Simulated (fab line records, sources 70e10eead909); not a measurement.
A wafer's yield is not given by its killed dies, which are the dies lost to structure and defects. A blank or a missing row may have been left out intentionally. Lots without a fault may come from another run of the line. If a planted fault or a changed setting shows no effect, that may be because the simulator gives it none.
Comparing a struck lot with a sound one -- flow nand_harc -- 13 steps out of a route of 1302
Sound: the wafers L253.3, L253.4, L253.5. Wafers struck: L257.2, L257.3, L257.4. Last of all comes the cause.
Per side, at each step with rows, come the tool, then ch with its chambers, and then its first start. Under that, the readings that differ: sound wafers -- struck wafers -- difference of the means -- sigmas: that difference in standard deviations of wafers without a fault.
alike: readings with means less than 2 such deviations apart, plus words and numbers identical on both sides. not compared: withheld readings, readings lacking a value on some wafer, bounds such as >300 that could conceal the same value, and numbers that have no deviation in the record and whose values overlap.
The two part at a step that has a row with sigmas, a row that says differs or no value, or rows on one side only. Numbers that don't overlap but have no deviation are shown without sigmas and don't part them. Lack of a reading on every wafer of one side parts them only where that side has two or more wafers.

first, 1 step without rows for these wafers: NHARC_A_BLC_SRD_27.
NHARC_A_BLC_INSPECT_28:
  sound: defect_inspect-01 at day 27 16:25; struck: defect_inspect-02 at day 28 22:45
  alike: raw_defect_count
then, 9 steps without rows for these wafers: NHARC_A_M0_DEP_00 (deposits SiOC, target thk 150 nm); NHARC_A_M0_DEHYDRATE_01 (time 120 s); NHARC_A_M0_HMDS_02 (time 30 s); NHARC_A_M0_COAT_33 (time 65 s); NHARC_A_M0_COAT_03 (resist thk 90 nm); NHARC_A_M0_SOFTBAKE_04 (time 55 s); NHARC_A_M0_EBR_05; NHARC_A_M0_EXPOSE_06 (exposes mask A M0, target cd 80 nm); NHARC_A_M0_PEB_07 (peb time 65 s).
NHARC_A_M0_DEVELOP_08: develop time 35 s.
  sound on litho_track-06 ch 0, day 27 17:00; struck on litho_track-01, day 28 23:00
  no value came back on the struck wafers for chill_plate_temp_C (C), develop_time_s (s), resist_line_temp_C (C); on the sound wafers chill_plate_temp_C (C) reads 22.95 23.00 22.93
NHARC_A_M0_CD_MEAS_09: target cd 80 nm.
  sound on cd_sem-02 ch 0, day 27 17:23; struck on cd_sem-02 ch 0, day 28 23:39
reading,sound,struck,difference,sigmas
cd_nm (nm),80.0 80.0 79.8,- - -,no value on the struck wafers,

== WHERE THEY PART ==
Earliest at NHARC_A_M0_DEVELOP_08; latest, in this record, at NHARC_A_M0_CD_MEAS_09.

WHY: what the simulator had put in
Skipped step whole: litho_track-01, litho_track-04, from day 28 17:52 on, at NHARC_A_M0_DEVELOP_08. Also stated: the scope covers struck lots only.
